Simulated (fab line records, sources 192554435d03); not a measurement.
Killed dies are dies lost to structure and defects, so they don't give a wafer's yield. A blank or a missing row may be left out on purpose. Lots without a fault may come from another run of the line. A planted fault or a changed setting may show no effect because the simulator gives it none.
fab line records | flow n5_finfet
record lots=7 wafers=21
route steps=1938 shown BEOL_M11@1546 BEOL_M13@1662 BEOL_M14@1716
start_h: hours from the record's first day to the start of the lot's first wafer shown | wait_h: hours since the lot's step before | " the same as in the row above | L1.1+2: a row that stands for several wafers | - no value, or no start given | * or withheld: withheld | < > ~ a bound
route shown NAME@n: a module of which the file shows steps, and the number in the route of the first | usual: mean/standard deviation of fault-free wafers | same: alike in all rows | chamber/n: place in a boat | sites: the reading at each site | _std_site: their standard deviation | _edge_site: outer sites' mean less inner sites' | radius_mm: how far each site lies from the wafer's centre | mask NAME#n: copy n | behind: the tool/chamber that last shaped the wafer | hold: why the lot was held/for how many hours/how that ended | device: the transistor (n, p or np) that didn't switch | end of line: the same wafers' tests at the end of the route | a step without rows: its recipe alone | killed: dies lost to structure and defects at the first sort, not the wafer's yield | map: a wafer's dies, x killed, . not, _ none there
set.NAME: the setting as run; set.NAME@STEP: as run at that earlier step | model.NAME: the simulator's own value behind a step, which no gauge read
lots whose settings were changed on purpose; a table a step, a row a wafer
## steps
# step N5_BEOL_M11_EXPOSE_08
# recipe mask_id=M11 na=1.35 source_shape=dipole sigma_inner=0.411 sigma_outer=0.611 polarization=te dose_mj=53.75
# columns lot.wafer tool chamber start_h wait_h mask set.dose_mj
L079.1+2+3 arfi_scanner-02 0 271.25 - M11#0 53.75
L080.3 arfi_scanner-03 0 276.64 - M11#0 55.98
L080.4+6 " 0 " " M11#0 53.75
L081.1+6 arfi_scanner-02 0 292.32 - M11#0 55.89
L081.4 " 0 " " M11#0 53.75
L082.2+3 arfi_scanner-01 0 292.53 - M11#0 56.62
L082.4 " 0 " " M11#0 53.75
L088.3+6 arfi_scanner-01 0 325.95 - M11#0 55.45
L088.4 " 0 " " M11#0 53.75
L097.4+6 arfi_scanner-02 0 382.24 - M11#0 56.82
L097.5 " 0 " " M11#0 53.75
L096.1+5+6 arfi_scanner-03 0 392.92 - M11#0 53.75
# step N5_BEOL_M11_PEB_09
# recipe peb_temp_c=withheld peb_time_s=60 resist=CAR-ArF
# step N5_BEOL_M11_DEVELOP_10
# recipe develop_time_s=30 developer=TMAH resist=CAR-ArF rinse_liquid=diw dry=air_spin dev_temp_c=23
# step N5_BEOL_M11_CD_MEAS_11
# recipe target_cd_nm=64.1 landing_energy_ev=500 detector=se_inlens polarity=opening
# usual cd_nm=64.0/0.47
# columns lot.wafer tool chamber start_h wait_h set.dose_mj@BEOL_M11_EXPOSE_08 cd_nm
L079.1 cd_sem-01 0 271.37 - 53.75 63.8
L079.2 " 0 " " 53.75 64.1
L079.3 " 0 " " 53.75 63.3
L080.3 cd_sem-02 0 276.76 - 55.98 65.4
L080.4 " 0 " " 53.75 63.2
L080.6 " 0 " " 53.75 63.7
L081.1 cd_sem-02 0 292.45 - 55.89 66.1
L081.4 " 0 " " 53.75 63.9
L081.6 " 0 " " 55.89 65.6
L082.2 cd_sem-02 0 292.65 - 56.62 66.5
L082.3 " 0 " " 56.62 67.5
L082.4 " 0 " " 53.75 63.5
L088.3 cd_sem-03 0 326.07 - 55.45 65.6
L088.4 " 0 " " 53.75 63.6
L088.6 " 0 " " 55.45 65.5
L097.4 cd_sem-01 0 382.36 - 56.82 66.3
L097.5 " 0 " " 53.75 63.8
L097.6 " 0 " " 56.82 66.2
L096.1 cd_sem-03 0 393.05 - 53.75 63.8
L096.5 " 0 " " 53.75 63.2
L096.6 " 0 " " 53.75 62.8
# step N5_BEOL_M11_DESCUM_16
# recipe chemistry=O2 time_s=7.9 source_power_w=50 bias_power_w=20 pressure_mtorr=20 rf_frequency_hz=2.712e+07 temp_c=40 resist=CAR-ArF o2_flow_sccm=225
# step N5_BEOL_M11_ETCH_61
# recipe chemistry=CF4 target=SiARC target_depth_a=390 mask_material=CAR-ArF time_s=65 ion_energy_ev=80 pressure_mtorr=40 source_w=545 bias_w=36 Ar_flow_sccm=100 cf4_flow_sccm=100 ends=cleared
# columns lot.wafer tool chamber start_h wait_h set.dose_mj@BEOL_M11_EXPOSE_08 model.BEOL_M11.cd_offset_nm
L079.1+2 rie_diel-03 3,0 271.87 0.0 53.75 -0.2
L079.3 " 2 " " 53.75 -1
L080.3 rie_diel-05 3 276.88 0.0 55.98 1.4
L080.4 " 0 " " 53.75 -1.4
L080.6 " 1 " " 53.75 -0.4
L081.1 rie_diel-06 2 292.57 0.0 55.89 2
L081.4 " 1 " " 53.75 -0.2
L081.6 " 2 " " 55.89 1.6
L082.2 rie_diel-05 2 292.77 0.0 56.62 2.4
L082.3 " 3 " " 56.62 3.2
L082.4 " 3 " " 53.75 -0.4
L088.3 rie_diel-05 1 326.19 0.0 55.45 1.4
L088.4 " 3 " " 53.75 -0.6
L088.6 " 1 " " 55.45 1
L097.4 rie_diel-03 0 382.60 0.0 56.82 2
L097.5 " 3 " " 53.75 -0.4
L097.6 " 2 " " 56.82 2.2
L096.1 rie_diel-03 0 393.17 0.0 53.75 -0.4
L096.5 " 2 " " 53.75 -1
L096.6 " 1 " " 53.75 -0.8
# step N5_BEOL_M11_ETCH_62
# recipe chemistry=N2/H2 target=SOC target_depth_a=1100 overetch_a=220 mask_material=SiARC temp_c=40 time_s=165 ion_energy_ev=200 pressure_mtorr=30 source_w=840 bias_w=150 n2_flow_sccm=200 h2_flow_sccm=200
# columns lot.wafer tool chamber start_h wait_h set.spin_rpm@BEOL_M11_COAT_59 set.dose_mj@BEOL_M11_EXPOSE_08 model.BEOL_M11.cd_offset_nm model.etch.depth_nm
L079.1 rie_diel-03 3 271.92 0.0 1500 53.75 -0.2 100
L079.2 " 0 " " 1417 53.75 0 102.4
L079.3 " 2 " " 1500 53.75 -0.8 99.51
L080.3 rie_diel-05 3 276.93 0.0 1500 55.98 1.4 100.6
L080.4 " 0 " " 1500 53.75 -1.2 100.2
L080.6 " 1 " " 1500 53.75 -0.4 100.3
L081.1 rie_diel-06 2 292.62 0.0 1500 55.89 1.8 99.98
L081.4 " 1 " " 1500 53.75 -0.2 100.2
L081.6 " 2 " " 1500 55.89 1.6 100.1
L082.2 rie_diel-05 2 292.82 0.0 1500 56.62 2.6 99.84
L082.3 " 3 " " 1588 56.62 3.2 96.78
L082.4 " 3 " " 1500 53.75 0 99.65
L088.3 rie_diel-05 1 326.24 0.0 1644 55.45 1.2 94.95
L088.4 " 3 " " 1644 53.75 -0.6 95
L088.6 " 1 " " 1500 55.45 0.8 99.5
L097.4 rie_diel-03 0 382.65 0.0 1500 56.82 2.2 99.85
L097.5 " 3 " " 1500 53.75 -0.4 99.82
L097.6 " 2 " " 1626 56.82 2.2 96
L096.1 rie_diel-03 0 393.22 0.0 1500 53.75 0 100.2
L096.5 " 2 " " 1500 53.75 -0.6 100.1
L096.6 " 1 " " 1500 53.75 -0.6 99.78
# step N5_BEOL_M11_STRIP_68
# recipe chemistry=N2/H2 temp_c=40 n2_flow_sccm=200 h2_flow_sccm=200 rf_frequency_hz=6e+07
# step N5_BEOL_M11_STRIP_67
# recipe chemistry=CF4 resist=SiARC power_w=300 bias_power_w=75 pressure_mtorr=50 cf4_flow_sccm=150 rf_frequency_hz=6e+07
# step N5_BEOL_M11_HM_OPEN_17
# recipe chemistry=Cl2/BCl3 target_depth_a=200 overetch_a=60 target=TiN mask_material=SOC ion_energy_ev=150 pressure_mtorr=10 icp_w=1000 bias_w=126 Cl2_flow_sccm=53.25 bcl3_flow_sccm=21.75 Ar_flow_sccm=25
# columns lot.wafer tool chamber start_h wait_h set.dose_mj@BEOL_M11_EXPOSE_08 model.BEOL_M11.cd_offset_nm
L079.1+2 rie_metal-02 1,0 272.10 0.0 53.75 0
L079.3 " 0 " " 53.75 -0.8
L080.3 rie_metal-03 1 277.15 0.1 55.98 1.4
L080.4 " 0 " " 53.75 -1.4
L080.6 " 0 " " 53.75 -0.4
L081.1 rie_metal-02 1 292.81 0.0 55.89 2
L081.4 " 1 " " 53.75 0
L081.6 " 1 " " 55.89 1.6
L082.2 rie_metal-03 0 293.01 0.0 56.62 2.6
L082.3 " 0 " " 56.62 3.2
L082.4 " 1 " " 53.75 0
L088.3 rie_metal-01 0 326.45 0.1 55.45 1.4
L088.4 " 1 " " 53.75 -0.6
L088.6 " 0 " " 55.45 0.8
L097.4 rie_metal-01 1 382.87 0.1 56.82 2.2
L097.5 " 1 " " 53.75 -0.4
L097.6 " 0 " " 56.82 2.4
L096.1 rie_metal-02 1 393.41 0.0 53.75 0
L096.5 " 0 " " 53.75 -0.8
L096.6 " 1 " " 53.75 -0.6
# step N5_BEOL_M11_STRIP_19
# recipe chemistry=O2 power_w=400 temp_c=40 pressure_mtorr=30 rf_frequency_hz=6e+07 bias_power_w=0 overash_fraction=0.2 o2_flow_sccm=225
# step N5_BEOL_M11_CD_MEAS_18
# recipe pitch_nm=140 target_cd_nm=70
# usual cd_nm=69.9/0.51
# columns lot.wafer tool chamber start_h wait_h set.dose_mj@BEOL_M11_EXPOSE_08 cd_nm
L079.1 cd_sem-03 - 272.28 0.0 53.75 69.8
L079.2 " - " " 53.75 69.7
L079.3 " - " " 53.75 68.9
L080.3 cd_sem-03 - 277.35 0.1 55.98 71.4
L080.4 " - " " 53.75 68.4
L080.6 " - " " 53.75 69.6
L081.1 cd_sem-02 - 292.99 0.0 55.89 72.1
L081.4 " - " " 53.75 69.7
L081.6 " - " " 55.89 71.5
L082.2 cd_sem-03 - 293.19 0.1 56.62 72.3
L082.3 " - " " 56.62 73.2
L082.4 " - " " 53.75 69.9
L088.3 cd_sem-01 - 326.61 0.1 55.45 70.9
L088.4 " - " " 53.75 69.4
L088.6 " - " " 55.45 70.9
L097.4 cd_sem-03 - 383.02 0.1 56.82 72.3
L097.5 " - " " 53.75 69.6
L097.6 " - " " 56.82 72.1
L096.1 cd_sem-01 - 393.60 0.0 53.75 70.3
L096.5 " - " " 53.75 69.3
L096.6 " - " " 53.75 69.1
# step N5_BEOL_M11_COAT_63
# recipe resist=SOC temp_c=250 time_s=60 spin_rpm=1500 resist_thk_nm=100
# step N5_BEOL_M11_COAT_64
# recipe resist=SiARC temp_c=220 time_s=60 spin_rpm=1500 resist_thk_nm=30
# step N5_BEOL_M11_PRECLEAN_42
# recipe chemistry=residue_remover time_s=60 temp_c=40
# step N5_BEOL_M11_SRD_43
# recipe time_s=30 temp_c=23 rinse_liquid=diw dry=ipa_marangoni
# step N5_BEOL_M11_CD_MEAS_35
# recipe target_cd_nm=70 polarity=opening
# usual cd_nm=69.9/0.5
# columns lot.wafer tool chamber start_h wait_h set.dose_mj@BEOL_M11_EXPOSE_08 cd_nm
L079.1 cd_sem-01 - 273.33 0.0 53.75 69.8
L079.2 " - " " 53.75 70.1
L079.3 " - " " 53.75 69.6
L080.3 cd_sem-03 - 280.17 0.0 55.98 71.5
L080.4 " - " " 53.75 68.6
L080.6 " - " " 53.75 69.6
L081.1 cd_sem-03 - 297.34 0.0 55.89 72.2
L081.4 " - " " 53.75 70.5
L081.6 " - " " 55.89 71.6
L082.2 cd_sem-02 - 297.70 0.0 56.62 72.3
L082.3 " - " " 56.62 73.0
L082.4 " - " " 53.75 70.3
L088.3 cd_sem-01 - 328.42 0.0 55.45 71.4
L088.4 " - " " 53.75 69.2
L088.6 " - " " 55.45 70.7
L097.4 cd_sem-02 - 384.65 0.0 56.82 71.9
L097.5 " - " " 53.75 69.7
L097.6 " - " " 56.82 72.3
L096.1 cd_sem-01 - 395.82 0.0 53.75 69.9
L096.5 " - " " 53.75 69.2
L096.6 " - " " 53.75 69.5
# step N5_BEOL_M13_COAT_04
# recipe spin_rpm=1625 resist_thk_nm=400
# columns lot.wafer tool chamber start_h wait_h set.spin_rpm model.coat_of_BEOL_M13_COAT_04.thk_nm
L079.1 litho_track-02 0 - - 1625 398.8
L079.2 " 0 " " 1764 382
L079.3 " 0 " " 1764 381.6
L080.3+4 litho_track-02 0 - - 1711 388.8
L080.6 " 0 " " 1625 398.2
L081.1 litho_track-05 0 - - 1771 383
L081.4 " 0 " " 1625 400.2
L081.6 " 0 " " 1771 382.4
L082.2 litho_track-05 0 - - 1625 399.4
L082.3 " 0 " " 1625 401.2
L082.4 " 0 " " 1625 399.6
L088.3 litho_track-05 0 - - 1625 399
L088.4 " 0 " " 1776 381
L088.6 " 0 " " 1776 382.6
L097.4 litho_track-05 0 - - 1625 400.4
L097.5 " 0 " " 1672 394
L097.6 " 0 " " 1625 399.8
L096.1 litho_track-05 0 - - 1625 401.2
L096.5 " 0 " " 1625 400.2
L096.6 " 0 " " 1625 400
# step N5_BEOL_M13_EXPOSE_07
# recipe mask_id=V12 na=0.93 source_shape=conventional sigma_outer=0.6 polarization=unpolarized attpsm_phase_deg=180 dose_mj=24.8
# columns lot.wafer tool chamber start_h wait_h mask set.dose_mj
L079.1+2 krf_scanner-01 0 282.15 - V12#0 24.8
L079.3 " 0 " " V12#0 24.15
L080.3+4 krf_scanner-01 0 287.44 - V12#0 23.66
L080.6 " 0 " " V12#0 24.8
L081.1 krf_scanner-02 0 306.41 - V12#0 26.12
L081.4+6 " 0 " " V12#0 24.8
L082.2+3+4 krf_scanner-02 0 307.67 - V12#0 24.8
L088.3 krf_scanner-01 0 338.63 - V12#0 24.8
L088.4+6 " 0 " " V12#0 25.29
L097.4+6 krf_scanner-01 0 394.56 - V12#0 24.8
L097.5 " 0 " " V12#0 24.23
L096.1+5+6 krf_scanner-01 0 405.08 - V12#0 24.8
# step N5_BEOL_M13_PEB_08
# recipe peb_temp_c=130 peb_time_s=90
# step N5_BEOL_M13_DEVELOP_09
# recipe develop_time_s=45 rinse_liquid=diw dry=air_spin dev_temp_c=21
# step N5_BEOL_M13_HARDBAKE_14
# recipe temp_c=130 time_s=120
# step N5_BEOL_M13_CD_MEAS_10
# recipe target_cd_nm=190 landing_energy_ev=500 detector=se_inlens polarity=opening
# usual cd_nm=189.3/0.98
# columns lot.wafer tool chamber start_h wait_h set.dose_mj@BEOL_M13_EXPOSE_07 cd_nm
L079.1 cd_sem-01 0 282.32 - 24.8 189.4
L079.2 " 0 " " 24.8 191.1
L079.3 " 0 " " 24.15 186.8
L080.3 cd_sem-02 0 287.60 - 23.66 185.2
L080.4 " 0 " " 23.66 185.2
L080.6 " 0 " " 24.8 189.6
L081.1 cd_sem-01 0 306.58 - 26.12 195.3
L081.4 " 0 " " 24.8 189.4
L081.6 " 0 " " 24.8 189.3
L082.2 cd_sem-01 0 307.84 - 24.8 189.1
L082.3 " 0 " " 24.8 188.1
L082.4 " 0 " " 24.8 189.5
L088.3 cd_sem-01 0 338.80 - 24.8 191.3
L088.4 " 0 " " 25.29 194.0
L088.6 " 0 " " 25.29 191.9
L097.4 cd_sem-03 0 394.72 - 24.8 190.3
L097.5 " 0 " " 24.23 187.5
L097.6 " 0 " " 24.8 190.6
L096.1 cd_sem-01 0 405.25 - 24.8 190.5
L096.5 " 0 " " 24.8 188.5
L096.6 " 0 " " 24.8 189.1
# step N5_BEOL_M13_DESCUM_15
# recipe chemistry=O2 time_s=7.9 source_power_w=50 bias_power_w=20 pressure_mtorr=20 rf_frequency_hz=2.712e+07 temp_c=40 o2_flow_sccm=225
# step N5_BEOL_M13_ETCH_59
# recipe chemistry=N2/H2 target=BARC target_depth_a=890 overetch_a=267 time_s=67.9 ion_energy_ev=200 pressure_mtorr=30 source_w=840 bias_w=150 n2_flow_sccm=200 h2_flow_sccm=200
# step N5_BEOL_M13_VIA_ETCH_16
# recipe chemistry=C4F8/O2/Ar target=SiOC pressure_mtorr=30 source_w=3000 bias_w=700 Ar_flow_sccm=400 C4F8_flow_sccm=15 O2_flow_sccm=8 he_inner_torr=15 he_outer_torr=30 target_depth_a=9217 time_s=withheld ion_energy_ev=250 ends=cleared
# columns lot.wafer tool chamber start_h wait_h set.spin_rpm@BEOL_M13_COAT_04 model.coat_of_BEOL_M13_COAT_04.thk_nm
L079.1 rie_diel-05 1 282.50 0.0 1625 74
L079.2 " 2 " " 1764 50.8
L079.3 " 3 " " 1764 55.8
L080.3 rie_diel-06 1 287.78 0.0 1711 58.8
L080.4 " 3 " " 1711 52.6
L080.6 " 1 " " 1625 64.8
L081.1 rie_diel-06 1 306.76 0.0 1771 54.4
L081.4 " 2 " " 1625 67
L081.6 " 3 " " 1771 50.4
L082.2 rie_diel-06 2 308.09 0.0 1625 73.2
L082.3 " 3 " " 1625 74.4
L082.4 " 1 " " 1625 70.4
L088.3 rie_diel-03 2 338.97 0.0 1625 73.4
L088.4 " 1 " " 1776 54.4
L088.6 " 0 " " 1776 49.8
L097.4 rie_diel-06 3 394.89 0.0 1625 73.4
L097.5 " 3 " " 1672 63
L097.6 " 2 " " 1625 67.8
L096.1 rie_diel-06 0 406.02 0.0 1625 73.6
L096.5 " 0 " " 1625 70.2
L096.6 " 1 " " 1625 69
# step N5_BEOL_M13_STRIP_63
# recipe chemistry=N2/H2 power_w=1000 temp_c=250 h2_frac=0.65 overash_fraction=0.3 pressure_mtorr=1000 n2_flow_sccm=1750 h2_flow_sccm=3250
# usual strip_time_to_endpoint_s=27.8/1
# columns lot.wafer tool chamber start_h wait_h set.spin_rpm@BEOL_M13_COAT_04 strip_time_to_endpoint_s
L079.1 plasma_asher-01 1 282.74 - 1625 28.8
L079.2 " 0 " " 1764 21.9
L079.3 " 0 " " 1764 23.4
L080.3 plasma_asher-01 1 288.03 - 1711 24.3
L080.4 " 0 " " 1711 22.4
L080.6 " 1 " " 1625 26.1
L081.1 plasma_asher-01 1 307.00 - 1771 23.0
L081.4 " 0 " " 1625 26.7
L081.6 " 0 " " 1771 21.7
L082.2 plasma_asher-01 0 308.32 - 1625 28.6
L082.3 " 1 " " 1625 28.9
L082.4 " 0 " " 1625 27.8
L088.3 plasma_asher-02 1 339.22 - 1625 28.7
L088.4 " 0 " " 1776 23.0
L088.6 " 0 " " 1776 21.6
L097.4 plasma_asher-02 1 395.14 - 1625 28.7
L097.5 " 1 " " 1672 25.6
L097.6 " 0 " " 1625 27.0
L096.1 plasma_asher-01 1 406.26 - 1625 28.7
L096.5 " 0 " " 1625 27.7
L096.6 " 1 " " 1625 27.4
# step N5_BEOL_M13_STRIP_64
# recipe chemistry=N2/H2 power_w=1000 temp_c=250 h2_frac=0.65 overash_fraction=0.3 pressure_mtorr=withheld n2_flow_sccm=1750 h2_flow_sccm=3250
# step N5_BEOL_M13_STRIP_71
# recipe chemistry=post_etch_residue_remover time_s=60 temp_c=25 remover_ph=withheld remover_water_wt_pct=withheld remover_fluoride_wt_pct=withheld
# step N5_BEOL_M13_SRD_72
# recipe time_s=30 temp_c=23 rinse_liquid=diw dry=n2_spin spin_rpm=1500 dry_time_s=30
# step N5_BEOL_M13_CD_MEAS_17
# recipe target_cd_nm=190 polarity=opening
# usual cd_nm=189.8/1.2
# columns lot.wafer tool chamber start_h wait_h set.dose_mj@BEOL_M13_EXPOSE_07 cd_nm
L079.1 cd_sem-02 - 282.94 0.0 24.8 189.9
L079.2 " - " " 24.8 192.6
L079.3 " - " " 24.15 187.2
L080.3 cd_sem-03 - 288.26 0.0 23.66 186.8
L080.4 " - " " 23.66 186.3
L080.6 " - " " 24.8 190.4
L081.1 cd_sem-03 - 307.20 0.0 26.12 196.2
L081.4 " - " " 24.8 190.7
L081.6 " - " " 24.8 189.7
L082.2 cd_sem-02 - 308.53 0.0 24.8 189.8
L082.3 " - " " 24.8 188.3
L082.4 " - " " 24.8 190.6
L088.3 cd_sem-01 - 339.42 0.0 24.8 191.2
L088.4 " - " " 25.29 194.6
L088.6 " - " " 25.29 192.4
L097.4 cd_sem-03 - 395.33 0.0 24.8 190.1
L097.5 " - " " 24.23 186.7
L097.6 " - " " 24.8 191.5
L096.1 cd_sem-01 - 406.47 0.0 24.8 189.0
L096.5 " - " " 24.8 187.4
L096.6 " - " " 24.8 189.2
# step N5_BEOL_M14_ILD_DEP_00
# recipe material=SiO2 target_thk_a=11193 temp_c=400 precursor=TEOS/O2 pressure_torr=6.5 rf_w=900 teos_flow_sccm=161.4 gas=O2 flow_sccm=2650 time_s=237.4
# columns lot.wafer tool chamber start_h wait_h set.temp_c
L079.1 pecvd-03 0 286.72 0.0 395.4
L079.2+3 " 1 " " 400
L080.3+4+6 pecvd-03 1,0,0 294.58 0.1 400
L081.1+4 pecvd-03 0 312.24 0.0 400
L081.6 " 1 " " 406.1
L082.2+3 pecvd-04 0,1 312.30 0.0 400
L082.4 " 1 " " 395.9
L088.3+4 pecvd-04 2 343.54 0.0 406.2
L088.6 " 1 " " 400
L097.4 pecvd-02 0 400.03 0.1 407.6
L097.5+6 " 1,2 " " 400
L096.1+5+6 pecvd-02 1,2,1 411.81 0.0 400
## key
split step=N5_BEOL_M11_EXPOSE_08 setting=dose_mj stated=53.75 by=wafer
response step=N5_BEOL_M11_CD_MEAS_11 reading=cd_nm change=+0.529 per=1% r=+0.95
response step=N5_BEOL_M11_ETCH_61 reading=model.BEOL_M11.cd_offset_nm change=+0.524 per=1% r=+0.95
response step=N5_BEOL_M11_ETCH_62 reading=model.BEOL_M11.cd_offset_nm change=+0.5 per=1% r=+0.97
response step=N5_BEOL_M11_HM_OPEN_17 reading=model.BEOL_M11.cd_offset_nm change=+0.509 per=1% r=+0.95
response step=N5_BEOL_M11_CD_MEAS_18 reading=cd_nm change=+0.512 per=1% r=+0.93
response step=N5_BEOL_M11_CD_MEAS_35 reading=cd_nm change=+0.459 per=1% r=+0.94
split step=N5_BEOL_M13_COAT_04 setting=spin_rpm stated=1625 by=wafer
response step=N5_BEOL_M13_COAT_04 reading=model.coat_of_BEOL_M13_COAT_04.thk_nm change=-1.92 per=1% r=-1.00
response step=N5_BEOL_M13_VIA_ETCH_16 reading=model.coat_of_BEOL_M13_COAT_04.thk_nm change=-2.08 per=1% r=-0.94
response step=N5_BEOL_M13_STRIP_63 reading=strip_time_to_endpoint_s change=* per=1% r=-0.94
split step=N5_BEOL_M13_EXPOSE_07 setting=dose_mj stated=24.8 by=wafer
response step=N5_BEOL_M13_CD_MEAS_10 reading=cd_nm change=+1.09 per=1% r=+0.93
response step=N5_BEOL_M13_CD_MEAS_17 reading=cd_nm change=+1.13 per=1% r=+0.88
split step=N5_BEOL_M14_ILD_DEP_00 setting=temp_c stated=400 by=wafer
response none in this file
split outside_this_file step=N5_BEOL_M11_COAT_59 setting=spin_rpm
# split outside_this_file: this setting was split too, and the file shows its column; the key of that split is in another file
